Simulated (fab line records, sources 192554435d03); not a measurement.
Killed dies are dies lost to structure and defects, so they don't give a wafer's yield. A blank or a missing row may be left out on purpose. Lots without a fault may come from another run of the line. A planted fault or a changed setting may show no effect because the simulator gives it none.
Chamber matching | flow n5_finfet | N5_DUMMY_GATE_ETCH_36 on rie_diel-04: 4 sister chambers
The step etches SiARC in CF4, target depth 13 nm. 22 wafers are shown with their chamber, then 11 later ones without.

WAFERS WITH THEIR CHAMBER
wafer  | chamber | showerhead_plenum_p_Torr (Torr) | throttle_valve_pct (%) | drypump_motor_current_A (A)
L074.1 | 3       | 2.01                            | 15.27                  | 5.6
L074.2 | 1       | 2.24                            | 15.42                  | 6.2
L074.3 | 2       | 2.21                            | 15.87                  | 6.1
L077.4 | 2       | 2.21                            | 15.87                  | 6.0
L077.5 | 3       | 2.00                            | 15.27                  | 5.7
L077.6 | 1       | 2.24                            | 15.41                  | 6.2
L079.1 | 3       | 2.00                            | 15.28                  | 5.6
L079.2 | 2       | 2.21                            | 15.90                  | 6.1
L079.3 | 1       | 2.23                            | 15.42                  | 6.2
L080.2 | 0       | 2.06                            | 15.39                  | 5.4
L080.4 | 2       | 2.21                            | 15.89                  | 6.0
L080.5 | 0       | 2.06                            | 15.40                  | 5.4
L081.2 | 3       | 2.00                            | 15.28                  | 5.6
L081.3 | 0       | 2.06                            | 15.38                  | 5.4
L081.5 | 3       | 2.00                            | 15.28                  | 5.6
L082.1 | 1       | 2.23                            | 15.44                  | 6.2
L082.4 | 0       | 2.06                            | 15.38                  | 5.4
L082.6 | 2       | 2.21                            | 15.90                  | 6.0
L085.1 | 3       | 2.00                            | 15.30                  | 5.7
L085.2 | 1       | 2.23                            | 15.45                  | 6.1
L085.3 | 0       | 2.06                            | 15.41                  | 5.4
L087.2 | 0       | 2.06                            | 15.42                  | 5.4

SIGNATURES (means of the wafers above)
reading                  | chamber 0 | chamber 1 | chamber 2 | chamber 3 | scatter within a chamber
showerhead_plenum_p_Torr | 2.0600    | 2.2340    | 2.2100    | 2.0017    | 0.00336
throttle_valve_pct       | 15.3967   | 15.4280   | 15.8860   | 15.2800   | 0.0148
drypump_motor_current_A  | 5.400     | 6.180     | 6.040     | 5.633     | 0.043
Rule: a wafer's distance from a chamber is the root of the sum, over the readings, of the square of ((its reading less the chamber's mean) divided by the reading's scatter). The wafer belongs to the nearest chamber; if the next one is less than 2 further off, it can't be placed. The scatter: the root of (the sum of the squares of (reading less its chamber's mean) over the shown wafers, divided by (wafers less chambers)).

WAFERS WITHOUT THEIR CHAMBER
wafer  | showerhead_plenum_p_Torr (Torr) | throttle_valve_pct (%) | drypump_motor_current_A (A)
L087.3 | 2.23                            | 15.46                  | 6.2
L087.4 | 2.20                            | 15.95                  | 6.1
L090.1 | 2.06                            | 15.44                  | 5.4
L090.2 | 2.23                            | 15.47                  | 6.2
L090.3 | 2.20                            | 15.93                  | 6.0
L091.1 | 2.20                            | 15.92                  | 6.0
L091.5 | 2.20                            | 15.94                  | 6.1
L091.6 | 2.00                            | 15.32                  | 5.6
L094.2 | 2.22                            | 15.50                  | 6.2
L094.3 | 2.20                            | 15.95                  | 6.0
L094.5 | 2.00                            | 15.32                  | 5.6

WHICH CHAMBER EACH WENT THROUGH
wafer  | from the rows above | in truth
L087.3 | 1                   | 1
L087.4 | 2                   | 2
L090.1 | 0                   | 0
L090.2 | 1                   | 1
L090.3 | 2                   | 2
L091.1 | 2                   | 2
L091.5 | 2                   | 2
L091.6 | 3                   | 3
L094.2 | 1                   | 1
L094.3 | 2                   | 2
L094.5 | 3                   | 3
Placed correctly: 11 of 11. Can't be placed from these rows: 0. Placed wrongly: 0.
